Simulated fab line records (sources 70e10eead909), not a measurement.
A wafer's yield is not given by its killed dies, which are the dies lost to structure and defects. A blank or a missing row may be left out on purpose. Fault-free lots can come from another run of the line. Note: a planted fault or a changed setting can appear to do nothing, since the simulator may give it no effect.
fab line records    flow nand_harc
record lots=24  wafers=72  last_day=33
route steps=1302 shown A_ONON_D1@446 A_CHANNEL_HOLE_D1@451 A_CHANNEL_FILL_D1@492 A_CHANNEL_HOLE_D2@596 A_CHANNEL_FILL_D2@626
lots that met no fault: from a run of the same line without faults
start_h: hours from the record's opening day to when the first of the lot's shown wafers began    wait_h: hours elapsed since this lot's preceding step    " repeats the value in the row above    L1.1+2: a row that stands for several wafers    - no value, or no start was given    * or withheld: withheld    < > ~ a bound
route shown NAME@n: a module of which the file shows steps, and the number in the route of the first    usual: mean and standard deviation over wafers with no fault    same: alike in all rows    chamber/n: place in a boat    sites: each site's reading    _std_site: the values' standard deviation    _edge_site: inner sites' mean taken away from outer sites' mean    radius_mm: for every site, how far away it sits from the centre of the wafer    mask NAME#n: copy n    behind: tool/chamber where the wafer was last shaped    hold: why the lot went on hold/how many hours it stayed there/how the hold came to an end    device: the transistor (n, p or np) that didn't switch    end of line: tests of these same wafers at the route's end    a step without rows: its recipe alone    killed: dies lost to structure and defects at the first sort, not the wafer's yield    map: the dies of a wafer, with x for killed, . for not killed, _ for no die there
set.NAME: the setting that was run; set.NAME@STEP: the one run at that earlier step    model.NAME: the simulator's own value behind a step, which no gauge read
steps of the route over a sample of lots; a table a step, a row a wafer
services: from which hour (start_h, from the record's first day; less than 0 if before it) a tool's chamber was out of use, for how many hours, and why
## steps
# step NHARC_A_ONON_D1_DEP_33
# recipe target_thk_a=2000  temp_c=400  pressure_torr=6.5  rf_w=900  teos_flow_sccm=161.4  flow_sccm=2650  target_thk_nm=200  gas=O2  material=SiO2
# usual heater_power_w=554/120  throttle_valve_pct=16.0/0.48
lot.wafer  tool      chamber  start_h  wait_h  heater_power_w  throttle_valve_pct
L074.2     pecvd-03  0        178.83   0.1     488             15.7
L074.6     "         2        "        "       419             16.4
L074.5     "         0        "        "       506             16.0
L076.1     pecvd-04  2        196.80   0.1     580             16.5
L076.2     "         1        "        "       361             16.2
L076.6     "         1        "        "       377             16.2
L077.2     pecvd-01  1        203.02   0.1     591             16.3
L077.1     "         2        "        "       519             16.5
L077.5     "         1        "        "       441             15.8
L078.3     pecvd-04  1        210.83   0.1     427             16.0
L078.2     "         0        "        "       607             15.4
L078.6     "         1        "        "       450             16.4
L079.3     pecvd-04  1        227.25   0.1     457             16.3
L079.5     "         0        "        "       614             15.6
L079.4     "         1        "        "       463             16.3
L075.2     pecvd-01  2        234.47   0.1     608             16.3
L075.1     "         0        "        "       760             15.5
L075.3     "         1        "        "       566             16.1
L080.1     pecvd-04  1        239.48   0.1     430             16.1
L080.3     "         0        "        "       612             15.8
L080.5     "         2        "        "       571             16.5
L081.2     pecvd-03  2        245.58   0.1     405             16.4
L081.3     "         0        "        "       583             15.5
L081.5     "         0        "        "       588             15.6
L082.2     pecvd-03  2        250.88   0.1     458             16.2
L082.1     "         0        "        "       582             15.4
L082.4     "         1        "        "       637             16.5
L084.1     pecvd-03  1        271.26   0.1     561             16.5
L084.2     "         0        "        "       569             15.5
L084.6     "         0        "        "       556             15.3
L083.1     pecvd-01  0        271.38   0.1     828             15.8
L083.2     "         1        "        "       525             16.5
L083.6     "         2        "        "       550             16.7
L085.1     pecvd-01  2        292.20   0.1     583             16.6
L085.3     "         0        "        "       838             15.8
L085.6     "         2        "        "       603             16.6
L086.1     pecvd-01  1        296.01   0.1     441             16.7
L086.3     "         2        "        "       562             16.4
L086.5     "         0        "        "       786             15.6
L087.1     pecvd-04  0        318.33   0.1     649             15.0
L087.4     "         0        "        "       652             15.0
L087.6     "         1        "        "       469             16.1
L088.1     pecvd-03  2        318.56   0.2     414             16.2
L088.6     "         2        "        "       433             16.2
L088.5     "         0        "        "       560             15.7
L090.1     pecvd-01  2        330.74   0.1     555             16.2
L090.3     "         0        "        "       777             15.0
L090.6     "         0        "        "       783             15.0
L089.1     pecvd-04  1        330.78   0.1     418             15.7
L089.5     "         2        "        "       469             16.5
L089.4     "         1        "        "       438             15.6
L091.2     pecvd-03  2        339.16   0.1     437             16.3
L091.6     "         0        "        "       461             15.4
L091.4     "         2        "        "       452             16.7
L092.2     pecvd-04  1        349.40   0.1     472             15.9
L092.3     "         2        "        "       551             16.5
L092.4     "         2        "        "       564             16.8
L093.3     pecvd-04  1        361.49   0.1     439             16.1
L093.5     "         1        "        "       451             16.1
L093.6     "         0        "        "       560             15.4
L094.1     pecvd-01  2        378.24   0.1     452             16.2
L094.5     "         2        "        "       466             16.3
L094.4     "         1        "        "       580             16.1
L095.1     pecvd-01  0        385.34   0.1     828             15.1
L095.5     "         2        "        "       441             16.2
L095.6     "         0        "        "       853             15.2
L096.1     pecvd-03  0        390.42   0.1     535             15.4
L096.3     "         1        "        "       495             16.3
L096.5     "         2        "        "       465             15.9
L097.1     pecvd-01  2        399.73   0.1     485             16.5
L097.3     "         0        "        "       818             15.0
L097.6     "         2        "        "       511             16.5
# step NHARC_A_CHANNEL_HOLE_D1_DEP_01
# recipe target_thk_a=1400  target_thk_nm=140  temp_c=400  pressure_torr=3.5  flow_sccm=200  rf_w=350  material=SiON
# usual heater_power_w=768/95
lot.wafer  tool      chamber  start_h  wait_h  heater_power_w
L074.2     pecvd-02  2        181.32   1.3     698
L074.6     "         2        "        "       701
L074.5     "         0        "        "       779
L076.2     pecvd-04  2        205.58   1.3     732
L076.1     "         1        "        "       551
L076.6     "         2        "        "       719
L077.2     pecvd-02  2        207.32   1.3     634
L077.1     "         0        "        "       754
L077.5     "         2        "        "       643
L078.3     pecvd-02  0        213.30   1.0     747
L078.2     "         1        "        "       705
L078.6     "         1        "        "       723
L079.3     pecvd-04  2        230.27   1.0     767
L079.5     "         1        "        "       619
L079.4     "         2        "        "       765
L075.3     pecvd-01  2        239.64   1.1     746
L075.2     "         0        "        "       890
L075.1     "         1        "        "       706
L080.1     pecvd-02  1        242.25   1.9     839
L080.3     "         2        "        "       746
L080.5     "         1        "        "       856
L081.3     pecvd-01  1        250.20   1.0     679
L081.2     "         0        "        "       1039
L081.5     "         0        "        "       850
L082.2     pecvd-01  0        256.35   1.3     1046
L082.1     "         1        "        "       764
L082.4     "         0        "        "       1040
L084.1     pecvd-01  1        273.74   1.6     712
L084.2     "         2        "        "       750
L084.6     "         1        "        "       705
L083.2     pecvd-02  2        273.83   1.3     778
L083.1     "         0        "        "       784
L083.6     "         0        "        "       788
L085.1     pecvd-02  2        295.94   1.6     703
L085.3     "         1        "        "       848
L085.6     "         2        "        "       720
L086.3     pecvd-01  2        298.50   1.0     733
L086.1     "         0        "        "       1001
L086.5     "         0        "        "       1010
L087.1     pecvd-04  2        320.84   1.6     678
L087.4     "         1        "        "       623
L087.6     "         1        "        "       641
L088.1     pecvd-02  2        322.75   1.7     703
L088.6     "         1        "        "       838
L088.5     "         2        "        "       725
L089.1     pecvd-02  0        333.33   1.6     809
L089.4     "         1        "        "       862
L089.5     "         0        "        "       791
L090.1     pecvd-01  2        333.39   1.6     748
L090.3     "         0        "        "       880
L090.6     "         2        "        "       755
L091.2     pecvd-01  2        344.34   1.3     722
L091.6     "         1        "        "       780
L091.4     "         2        "        "       731
L092.3     pecvd-04  1        351.92   1.0     634
L092.2     "         2        "        "       625
L092.4     "         1        "        "       621
L093.3     pecvd-04  0        364.09   1.0     808
L093.6     "         2        "        "       699
L093.5     "         0        "        "       853
L094.1     pecvd-02  1        385.40   1.6     828
L094.5     "         1        "        "       834
L094.4     "         2        "        "       739
L095.1     pecvd-02  2        391.01   1.6     788
L095.6     "         2        "        "       808
L095.5     "         0        "        "       760
L096.3     pecvd-02  0        392.95   1.0     747
L096.1     "         1        "        "       804
L096.5     "         0        "        "       770
L097.1     pecvd-01  0        402.18   1.6     1062
L097.3     "         1        "        "       664
L097.6     "         2        "        "       739
# step NHARC_A_CHANNEL_FILL_D1_ALD_02
# recipe target_thk_a=60  pulse_time_s=10  ald_cycles=60  temp_c=300  material=SiO2
# usual heater_power_w=432/47  precursor_pulse_height_rel=1.003/0.02
# same ald_cycles=60
lot.wafer  tool       chamber  start_h  wait_h  heater_power_w  precursor_pulse_height_rel
L074.2     ald_hk-04  3        189.50   -       401             0.967
L074.6     "          0        "        "       490             1.010
L074.5     "          1        "        "       493             0.993
L076.2     ald_hk-04  0        213.59   -       484             1.015
L076.1     "          1        "        "       511             0.967
L076.6     "          0        "        "       494             1.000
L077.2     ald_hk-01  2        215.53   -       404             1.019
L077.1     "          1        "        "       354             1.009
L077.5     "          2        "        "       397             1.019
L078.3     ald_hk-02  0        221.24   -       431             0.999
L078.2     "          2        "        "       475             0.987
L078.6     "          0        "        "       420             1.007
L079.4     ald_hk-01  3        238.23   -       451             1.013
L079.3     "          1        "        "       352             0.990
L079.5     "          3        "        "       450             0.984
L075.3     ald_hk-01  0        249.66   -       438             0.995
L075.1     "          1        "        "       361             0.973
L075.2     "          2        "        "       411             1.037
L080.1     ald_hk-01  1        253.66   -       359             1.028
L080.3     "          0        "        "       437             0.997
L080.5     "          1        "        "       361             1.003
L081.2     ald_hk-02  1        258.05   -       348             1.038
L081.3     "          0        "        "       427             1.006
L081.5     "          2        "        "       483             0.992
L082.1     ald_hk-02  2        265.24   -       487             1.013
L082.4     "          0        "        "       434             1.007
L082.2     "          1        "        "       350             0.989
L084.1     ald_hk-01  1        282.03   -       357             0.982
L084.2     "          2        "        "       411             1.000
L084.6     "          3        "        "       446             0.979
L083.2     ald_hk-02  0        282.37   -       423             0.952
L083.1     "          2        "        "       484             0.994
L083.6     "          0        "        "       432             0.992
L085.1     ald_hk-02  2        304.12   -       471             1.008
L085.3     "          3        "        "       464             0.988
L085.6     "          1        "        "       360             1.004
L086.3     ald_hk-04  3        310.59   -       381             0.996
L086.1     "          1        "        "       493             1.016
L086.5     "          0        "        "       479             0.971
L087.4     ald_hk-02  2        328.79   -       479             1.028
L087.1     "          3        "        "       468             1.014
L087.6     "          1        "        "       348             1.018
L088.1     ald_hk-02  0        336.90   -       422             0.999
L088.5     "          2        "        "       506             1.017
L088.6     "          3        "        "       467             1.032
L090.1     ald_hk-04  1        343.44   -       480             1.024
L090.3     "          2        "        "       428             0.999
L090.6     "          1        "        "       486             0.988
L089.1     ald_hk-04  1        345.46   -       488             1.039
L089.4     "          2        "        "       423             1.024
L089.5     "          0        "        "       478             1.007
L091.2     ald_hk-01  0        356.58   -       435             0.950
L091.4     "          2        "        "       382             1.007
L091.6     "          3        "        "       448             1.022
L092.3     ald_hk-01  2        359.99   -       375             0.985
L092.4     "          3        "        "       445             1.011
L092.2     "          0        "        "       440             1.010
L093.3     ald_hk-01  0        372.84   -       446             1.009
L093.5     "          3        "        "       446             1.023
L093.6     "          0        "        "       446             0.998
L094.4     ald_hk-04  2        396.53   -       414             1.014
L094.1     "          3        "        "       377             0.988
L094.5     "          2        "        "       427             1.010
L096.3     ald_hk-02  2        403.92   -       452             0.991
L096.1     "          1        "        "       328             0.990
L096.5     "          2        "        "       453             0.991
L095.1     ald_hk-01  1        404.12   -       344             1.009
L095.6     "          0        "        "       447             1.000
L095.5     "          1        "        "       354             1.053
L097.1     ald_hk-04  3        410.51   -       392             0.999
L097.3     "          2        "        "       416             1.008
L097.6     "          0        "        "       479             1.006
# step NHARC_A_CHANNEL_HOLE_D2_ETCH_24
# recipe bias_v=5000  source_w=withheld  pressure_mtorr=20  time_s=906.2  ar_flow_sccm=375  c4f8_flow_sccm=93.8  o2_flow_sccm=31.2  temp_c=-20  target_depth_a=15000  chemistry=C4F8/O2/Ar
# usual c4f8_flow_sccm=93.82/0.29  drypump_motor_current_A=5.9/0.48  o2_flow_sccm=31.20/0.097  showerhead_plenum_p_Torr=3.59/0.052  throttle_valve_pct=32.234/0.0081
lot.wafer  tool         chamber  start_h  wait_h  c4f8_flow_sccm  drypump_motor_current_A  o2_flow_sccm  rf_hours_counter_h  showerhead_plenum_p_Torr  throttle_valve_pct
L074.2     har_etch-02  1        295.84   0.6     93.59           5.2                      31.14         358                 3.66                      32.227
L074.6     "            1        "        "       93.50           5.1                      31.23         -                   3.66                      32.236
L074.5     "            0        "        "       93.70           6.5                      31.31         -                   3.65                      32.229
L076.1     har_etch-01  1        319.58   0.6     94.38           5.8                      31.23         163                 3.65                      32.225
L076.2     "            0        "        "       93.46           6.2                      31.38         163                 3.55                      32.234
L076.6     "            1        "        "       94.12           5.8                      31.15         -                   3.65                      32.225
L077.1     har_etch-02  1        322.64   1.1     93.90           5.2                      31.15         375                 3.65                      32.230
L077.2     "            1        "        "       94.21           5.2                      31.06         -                   3.65                      32.247
L077.5     "            1        "        "       94.24           5.1                      31.13         -                   3.65                      32.231
L078.2     har_etch-01  0        331.26   0.6     94.02           6.2                      31.21         170                 3.54                      32.241
L078.3     "            0        "        "       93.81           6.2                      31.17         -                   3.54                      32.233
L078.6     "            0        "        "       94.06           6.2                      31.20         -                   3.54                      32.234
L079.4     har_etch-01  0        344.97   0.6     93.82           6.2                      31.09         -                   3.54                      32.232
L079.3     "            1        "        "       93.67           5.8                      31.26         -                   3.64                      32.226
L079.5     "            0        "        "       93.64           6.2                      31.13         -                   3.54                      32.223
L081.2     har_etch-01  1        364.83   0.6     93.74           5.8                      31.02         193                 3.64                      32.237
L081.3     "            1        "        "       93.55           5.8                      31.18         -                   3.63                      32.242
L081.5     "            0        "        "       93.80           6.2                      31.20         -                   3.53                      32.241
L075.2     har_etch-02  1        365.09   0.6     94.09           5.1                      31.17         408                 3.64                      32.230
L075.1     "            0        "        "       93.95           6.4                      31.40         384                 3.63                      32.220
L075.3     "            1        "        "       93.86           5.1                      31.23         -                   3.64                      32.237
L080.1     har_etch-02  0        369.76   0.6     93.84           6.5                      31.25         388                 3.63                      32.230
L080.3     "            1        "        "       93.83           5.1                      31.22         -                   3.63                      32.248
L080.5     "            0        "        "       94.24           6.5                      31.32         -                   3.63                      32.227
L082.2     har_etch-01  1        373.17   0.6     93.82           5.8                      31.31         201                 3.63                      32.233
L082.1     "            0        "        "       93.64           6.2                      31.20         201                 3.53                      32.236
L082.4     "            1        "        "       93.58           5.8                      31.24         -                   3.63                      32.235
L083.1     har_etch-01  1        383.55   0.6     93.52           5.8                      31.37         209                 3.63                      32.245
L083.2     "            0        "        "       93.06           6.2                      31.06         209                 3.52                      32.245
L083.6     "            0        "        "       93.41           6.2                      31.23         -                   3.52                      32.240
L084.2     har_etch-01  0        387.70   0.6     94.04           6.2                      31.11         213                 3.52                      32.238
L084.1     "            1        "        "       94.03           5.9                      31.18         213                 3.62                      32.232
L084.6     "            0        "        "       93.69           6.2                      31.09         -                   3.52                      32.221
L085.1     har_etch-02  0        410.02   0.6     93.54           6.4                      31.31         10                  3.62                      32.226
L085.3     "            0        "        "       93.79           6.4                      31.12         -                   3.62                      32.231
L085.6     "            0        "        "       93.68           6.4                      31.26         -                   3.62                      32.231
L086.1     har_etch-01  0        411.06   0.6     93.64           6.2                      31.13         232                 3.51                      32.244
L086.3     "            0        "        "       93.56           6.2                      31.07         -                   3.51                      32.253
L086.5     "            0        "        "       93.87           6.2                      31.19         -                   3.51                      32.241
L087.1     har_etch-02  1        441.08   0.6     94.00           5.1                      31.12         25                  3.62                      32.231
L087.4     "            0        "        "       94.20           6.4                      31.26         -                   3.62                      32.239
L087.6     "            1        "        "       94.51           5.1                      31.16         -                   3.62                      32.234
L090.1     har_etch-02  1        446.24   0.6     93.80           5.1                      31.15         29                  3.62                      32.226
L090.3     "            1        "        "       94.01           5.1                      31.19         -                   3.62                      32.239
L090.6     "            0        "        "       93.94           6.4                      31.06         -                   3.61                      32.247
L089.1     har_etch-01  0        448.77   0.6     94.34           6.2                      31.31         251                 3.50                      32.232
L089.4     "            1        "        "       93.90           5.8                      31.16         -                   3.60                      32.226
L089.5     "            0        "        "       94.52           6.2                      31.31         -                   3.50                      32.230
L088.1     har_etch-02  1        450.29   0.6     94.04           5.2                      31.33         33                  3.61                      32.238
L088.6     "            1        "        "       94.28           5.2                      31.14         -                   3.61                      32.234
L088.5     "            0        "        "       93.79           6.4                      31.15         -                   3.61                      32.225
L092.2     har_etch-02  0        463.51   0.6     94.04           6.4                      31.26         40                  3.61                      32.227
L092.3     "            1        "        "       93.40           5.2                      31.08         -                   3.61                      32.248
L092.4     "            0        "        "       94.06           6.4                      31.19         -                   3.61                      32.208
L091.2     har_etch-01  1        464.20   0.6     93.88           5.8                      31.47         262                 3.60                      32.233
L091.4     "            0        "        "       93.88           6.2                      31.20         -                   3.49                      32.225
L091.6     "            0        "        "       93.61           6.2                      31.15         -                   3.49                      32.244
L093.3     har_etch-01  1        480.90   0.6     93.59           5.8                      31.13         -                   3.59                      32.226
L093.6     "            1        "        "       93.73           5.8                      31.24         -                   3.59                      32.244
L093.5     "            0        "        "       94.05           6.2                      31.18         -                   3.49                      32.235
L094.1     har_etch-02  0        502.37   0.6     93.58           6.4                      31.36         59                  3.60                      32.239
L094.4     "            0        "        "       93.38           6.4                      31.39         -                   3.60                      32.222
L094.5     "            0        "        "       93.55           6.5                      31.30         -                   3.60                      32.233
L096.1     har_etch-02  0        506.51   0.6     94.36           6.5                      31.29         63                  3.60                      32.249
L096.3     "            0        "        "       93.84           6.5                      31.24         -                   3.60                      32.233
L096.5     "            0        "        "       93.56           6.5                      31.37         -                   3.60                      32.223
L095.1     har_etch-01  0        510.94   7.0     93.38           6.2                      31.34         281                 3.48                      32.232
L095.5     "            1        "        "       93.56           5.8                      31.09         -                   3.59                      32.231
L095.6     "            0        "        "       93.73           6.2                      31.26         -                   3.48                      32.246
L097.1     har_etch-01  1        516.37   0.6     93.86           5.8                      31.10         285                 3.59                      32.233
L097.3     "            1        "        "       93.80           5.8                      31.11         -                   3.59                      32.232
L097.6     "            1        "        "       94.12           5.8                      31.08         -                   3.59                      32.240
# step NHARC_A_CHANNEL_FILL_D2_THK_MEAS_06
# recipe thk_meas_gauge=ellipsometry
# usual thk_nm=5.1/0.99
lot.wafer  tool           chamber  start_h  wait_h  thk_nm
L074.2     film_metro-01  -        338.22   0.4     5.1
L074.5     "              -        "        "       6.8
L074.6     "              -        "        "       6.0
L076.1     film_metro-02  -        360.15   0.4     5.2
L076.2     "              -        "        "       4.5
L076.6     "              -        "        "       6.1
L077.1     film_metro-02  -        365.78   0.4     3.6
L077.2     "              -        "        "       5.4
L077.5     "              -        "        "       5.6
L078.2     film_metro-01  -        371.85   0.4     5.9
L078.3     "              -        "        "       6.0
L078.6     "              -        "        "       4.6
L079.3     film_metro-01  -        385.90   0.4     4.9
L079.4     "              -        "        "       4.8
L079.5     "              -        "        "       5.5
L075.1     film_metro-01  -        405.72   0.4     6.2
L075.2     "              -        "        "       4.7
L075.3     "              -        "        "       6.0
L081.2     film_metro-02  -        405.72   0.4     5.5
L081.3     "              -        "        "       5.4
L081.5     "              -        "        "       4.5
L080.1     film_metro-02  -        412.84   0.4     6.1
L080.3     "              -        "        "       5.7
L080.5     "              -        "        "       2.7
L082.1     film_metro-01  -        412.84   0.4     4.6
L082.2     "              -        "        "       5.6
L082.4     "              -        "        "       3.8
L084.1     film_metro-01  -        425.68   0.4     5.4
L084.2     "              -        "        "       4.0
L084.6     "              -        "        "       4.2
L083.1     film_metro-02  -        425.68   0.4     3.8
L083.2     "              -        "        "       4.8
L083.6     "              -        "        "       4.7
L085.1     film_metro-01  -        451.50   0.4     4.2
L085.3     "              -        "        "       5.3
L085.6     "              -        "        "       5.7
L086.1     film_metro-02  -        451.50   0.4     5.9
L086.3     "              -        "        "       4.9
L086.5     "              -        "        "       6.3
L087.1     film_metro-02  -        481.01   0.4     5.0
L087.4     "              -        "        "       5.4
L087.6     "              -        "        "       6.1
L088.1     film_metro-02  -        489.13   0.4     5.2
L088.5     "              -        "        "       5.4
L088.6     "              -        "        "       4.8
L090.1     film_metro-02  -        489.14   0.4     5.8
L090.3     "              -        "        "       6.1
L090.6     "              -        "        "       5.1
L089.1     film_metro-02  -        489.14   0.4     4.8
L089.4     "              -        "        "       4.3
L089.5     "              -        "        "       5.1
L092.2     film_metro-02  -        503.53   0.4     4.1
L092.3     "              -        "        "       4.7
L092.4     "              -        "        "       3.9
L091.2     film_metro-01  -        503.53   0.4     5.3
L091.4     "              -        "        "       5.6
L091.6     "              -        "        "       4.7
L093.3     film_metro-02  -        523.19   0.4     6.0
L093.5     "              -        "        "       7.1
L093.6     "              -        "        "       6.4
L094.1     film_metro-01  -        542.44   0.4     4.5
L094.4     "              -        "        "       5.3
L094.5     "              -        "        "       4.2
L096.1     film_metro-02  -        547.87   0.4     3.2
L096.3     "              -        "        "       5.2
L096.5     "              -        "        "       6.1
L095.1     film_metro-01  -        554.69   0.4     6.8
L095.5     "              -        "        "       4.7
L095.6     "              -        "        "       4.8
L097.1     film_metro-02  -        554.71   0.4     5.4
L097.3     "              -        "        "       4.7
L097.6     "              -        "        "       4.1
# step NHARC_A_CHANNEL_FILL_D2_INSPECT_13
# usual raw_defect_count=393/130
lot.wafer  tool               chamber  start_h  wait_h  raw_defect_count
L074.2     defect_inspect-02  -        350.34   0.1     357
L074.5     "                  -        "        "       373
L074.6     "                  -        "        "       507
L076.1     defect_inspect-01  -        372.03   0.2     384
L076.2     "                  -        "        "       339
L076.6     "                  -        "        "       467
L077.1     defect_inspect-02  -        378.18   0.2     261
L077.2     "                  -        "        "       310
L077.5     "                  -        "        "       262
L078.2     defect_inspect-02  -        384.22   0.2     308
L078.3     "                  -        "        "       214
L078.6     "                  -        "        "       343
L079.3     defect_inspect-02  -        397.87   0.1     384
L079.4     "                  -        "        "       238
L079.5     "                  -        "        "       282
L081.2     defect_inspect-02  -        417.71   0.1     450
L081.3     "                  -        "        "       365
L081.5     "                  -        "        "       496
L075.1     defect_inspect-01  -        417.76   0.2     385
L075.2     "                  -        "        "       538
L075.3     "                  -        "        "       378
L082.1     defect_inspect-02  -        424.73   0.2     266
L082.2     "                  -        "        "       252
L082.4     "                  -        "        "       272
L080.1     defect_inspect-01  -        427.96   0.2     451
L080.3     "                  -        "        "       421
L080.5     "                  -        "        "       321
L084.1     defect_inspect-02  -        437.58   0.2     465
L084.2     "                  -        "        "       365
L084.6     "                  -        "        "       539
L083.1     defect_inspect-02  -        437.75   0.2     294
L083.2     "                  -        "        "       343
L083.6     "                  -        "        "       481
L085.1     defect_inspect-01  -        464.22   0.2     295
L085.3     "                  -        "        "       363
L085.6     "                  -        "        "       221
L086.1     defect_inspect-01  -        464.25   0.2     270
L086.3     "                  -        "        "       404
L086.5     "                  -        "        "       298
L087.1     defect_inspect-02  -        492.95   0.2     440
L087.4     "                  -        "        "       485
L087.6     "                  -        "        "       252
L088.1     defect_inspect-02  -        501.69   0.2     425
L088.5     "                  -        "        "       395
L088.6     "                  -        "        "       529
L089.1     defect_inspect-01  -        501.69   0.2     389
L089.4     "                  -        "        "       312
L089.5     "                  -        "        "       367
L090.1     defect_inspect-02  -        501.86   0.2     250
L090.3     "                  -        "        "       292
L090.6     "                  -        "        "       208
L092.2     defect_inspect-02  -        515.39   0.1     263
L092.3     "                  -        "        "       275
L092.4     "                  -        "        "       258
L091.2     defect_inspect-01  -        515.45   0.1     612
L091.4     "                  -        "        "       542
L091.6     "                  -        "        "       591
L093.3     defect_inspect-02  -        535.21   0.1     493
L093.5     "                  -        "        "       435
L093.6     "                  -        "        "       361
L094.1     defect_inspect-01  -        554.55   0.2     345
L094.4     "                  -        "        "       620
L094.5     "                  -        "        "       432
L096.1     defect_inspect-02  -        559.87   0.2     191
L096.3     "                  -        "        "       331
L096.5     "                  -        "        "       329
L095.1     defect_inspect-01  -        566.81   0.2     415
L095.5     "                  -        "        "       382
L095.6     "                  -        "        "       490
L097.1     defect_inspect-01  -        566.98   0.2     400
L097.3     "                  -        "        "       715
L097.6     "                  -        "        "       367
## services
tool         chamber  start_h  hours  kind
pecvd-01     2        168.92   3.8    repair
ald_hk-01    -        176.19   1.9    repair
pecvd-04     2        184.74   8.2    repair
pecvd-02     -        227.00   13.0   pm
pecvd-02     0        254.89   4.5    repair
pecvd-04     -        269.17   13.0   pm
pecvd-01     -        271.93   0.9    repair
ald_hk-01    -        297.98   10.0   pm
pecvd-04     -        304.43   0.4    repair
pecvd-01     -        311.80   13.0   pm
pecvd-02     -        317.91   0.6    repair
pecvd-04     0        320.40   6.1    repair
pecvd-01     -        345.92   1.0    repair
pecvd-04     -        350.30   1.5    repair
pecvd-01     0        356.26   18.2   repair
pecvd-01     2        360.09   3.5    repair
har_etch-02  -        377.00   17.0   pm
pecvd-02     -        402.84   1.0    repair
pecvd-04     0        405.37   5.4    repair
pecvd-02     -        408.00   13.0   pm
har_etch-01  -        414.29   0.2    repair
pecvd-04     -        450.17   13.0   pm
ald_hk-01    -        475.98   10.0   pm
pecvd-01     -        492.80   13.0   pm
## key
fault none
